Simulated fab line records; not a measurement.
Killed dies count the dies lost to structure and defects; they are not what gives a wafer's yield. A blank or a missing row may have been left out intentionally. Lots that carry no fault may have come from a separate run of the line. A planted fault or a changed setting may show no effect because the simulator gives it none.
Matching of chambers / flow n5Finfet / N5_BEOL_M4_DEP_57 on pecvd-04: 3 sister chambers
The step deposits SiCN from 3MS/NH3, target thk 8 nm, time 14 s. 3 wafers are shown with their chamber, then 7 later ones without.

WAFERS WITH THEIR CHAMBER
wafer=L087.6; chamber=0; showerheadVppV (V)=890
wafer=L092.1; chamber=2; showerheadVppV (V)=827
wafer=L092.2; chamber=1; showerheadVppV (V)=882

WAFERS WITH NO CHAMBER GIVEN
wafer=L092.4; showerheadVppV (V)=899
wafer=L096.1; showerheadVppV (V)=818
wafer=L096.4; showerheadVppV (V)=804
wafer=L096.5; showerheadVppV (V)=812
wafer=L097.1; showerheadVppV (V)=897
wafer=L097.3; showerheadVppV (V)=867
wafer=L097.5; showerheadVppV (V)=894

WHICH CHAMBER EACH WENT THROUGH
wafer=L092.4; from the rows above=can't be placed: 0 or 1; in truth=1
wafer=L096.1; from the rows above=2; in truth=2
wafer=L096.4; from the rows above=2; in truth=2
wafer=L096.5; from the rows above=2; in truth=2
wafer=L097.1; from the rows above=can't be placed: 0 or 1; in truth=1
wafer=L097.3; from the rows above=can't be placed: 1 or 0 or 2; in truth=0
wafer=L097.5; from the rows above=can't be placed: 0 or 1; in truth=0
Correct placement for 3 of the 7. These rows do not allow placing 4 (true chamber among the candidates in 4). Wrongly placed: 0.
How it was worked out, from the rows above alone: a wafer's distance from a chamber is the root of the sum, over the readings, of the square of ((its reading less the chamber's mean) divided by the reading's scatter). The wafer belongs to the nearest chamber; if the next one is less than 2 further off, it can't be placed. Each chamber's mean is taken over the wafers shown for it. The scatter: root of mean squared gap, hidden wafer to nearest shown wafer, with one shown wafer a chamber.
